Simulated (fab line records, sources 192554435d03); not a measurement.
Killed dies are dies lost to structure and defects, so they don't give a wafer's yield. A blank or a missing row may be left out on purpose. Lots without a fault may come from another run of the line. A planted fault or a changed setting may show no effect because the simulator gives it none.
Problem report in the 8D (eight disciplines) form, filled by code | flow n5_finfet | the parts of the form that need people (team, actions taken, sign-off) are left out

1. THE PROBLEM
rf_fwd_power_W at N5_BEOL_M1_ETCH_77 reads a mean of 616.0 W on 4 wafers of 3 lots; wafers without a fault read 819.1 W with a standard deviation of 2.6. That is -78 standard deviations from the usual mean.
The step: etches underlayer in N2/H2, target depth 6.5 nm, time 5.2 s.
First seen on wafer L918.1, day 9 05:55, on rie_diel-01. The record holds 21 wafers of 7 lots with a number at this step. Rule for "out", or "out of limits": more than 4 standard deviations from the usual mean. The other wafers with a number count as sound.

2. WHAT IT IS AND WHAT IT IS NOT
question                    | is                                          | is not
which readings at this step | rf_fwd_power_W, etch_rf_on_time_s, rf_vpp_V | drypump_motor_current_A, oes_product_au, showerhead_plenum_p_Torr, throttle_valve_pct
which lots                  | L918, L919, L922                            | L909, L913, L928, L929
which wafers of those lots  | L918.1, L919.3, L919.6, L922.2              | L918.3, L918.5, L919.5, L922.1, L922.6
read on which tools         | rie_diel-01                                 | rie_diel-03, rie_diel-06
when                        | from day 9 05:55                            | up to then (8 sound wafers); but 9 sound wafers of L919, L922, L928, L929 came after

3. SUSPECTS, AND WHAT RULES EACH OUT
Counting: a tool at a process step up to the reading stays a suspect if it ran every lot that is out. Sound lots after the first of them don't rule it out here, since some wafers of a struck lot are sound.
- rie_diel-01 at N5_BEOL_M1_DESCUM_33 (chemistry O2, time 7 s): kept. It ran every lot that is out, first L918 (day 9 05:52); its last sound lot up to then is L913 (day 7 14:59).
- rie_diel-01 at N5_BEOL_M1_ETCH_77 (etches underlayer in N2/H2, target depth 6.5 nm, time 5.2 s): kept. It ran every lot that is out, first L918 (day 9 05:55); its last sound lot up to then is L913 (day 7 15:01). Its own readings are out on those wafers: etch_rf_on_time_s, rf_fwd_power_W, rf_vpp_V.
- Within rie_diel-01 at N5_BEOL_M1_DESCUM_33: the wafers that are out ran in chamber 3; their sound lot-mates ran in chambers 0, 1, 2.
- Within rie_diel-01 at N5_BEOL_M1_ETCH_77: the wafers that are out ran in chamber 3; their sound lot-mates ran in chambers 0, 1, 2.
Left after counting: rie_diel-01 at N5_BEOL_M1_DESCUM_33, rie_diel-01 at N5_BEOL_M1_ETCH_77.

4. THE CAUSE (what the simulator had put in)
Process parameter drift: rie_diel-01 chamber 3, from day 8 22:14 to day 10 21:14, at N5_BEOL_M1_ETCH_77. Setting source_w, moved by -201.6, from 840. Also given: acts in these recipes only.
Counting left 2 suspects, and this tool is among them.

5. THE CHAIN OF EFFECTS, in route order
Each row: a reading whose mean over the struck wafers that have a number lies more than 3 standard deviations from the usual. Only readings for which the record gives a usual standard deviation are gone through. hours: the time from each lot's start at the first step in this table that gives one to its start at this step, as a median over the lots. sigmas: the change in usual standard deviations.
hours | step               | reading           | usual   | on struck wafers | change | sigmas
0     | N5_BEOL_M1_ETCH_77 | etch_rf_on_time_s | 5.21 s  | 6.47             | +1.26  | +11
0     | N5_BEOL_M1_ETCH_77 | rf_fwd_power_W    | 819.1 W | 616.0            | -203.1 | -78
0     | N5_BEOL_M1_ETCH_77 | rf_vpp_V          | 524 V   | 570              | +46    | +15
The process steps in it:
- N5_BEOL_M1_ETCH_77: etches underlayer in N2/H2, target depth 6.5 nm, time 5.2 s.
Later measuring or inspecting steps at which every struck wafer that the step has a row for has a number for every such reading, and none has moved that far: N5_BEOL_M4_RC_MEAS_101.

6. WHAT WOULD HAVE CAUGHT IT SOONER
In this record the first reading out of limits was taken at day 9 05:55, 8 hours after the fault began at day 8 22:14.
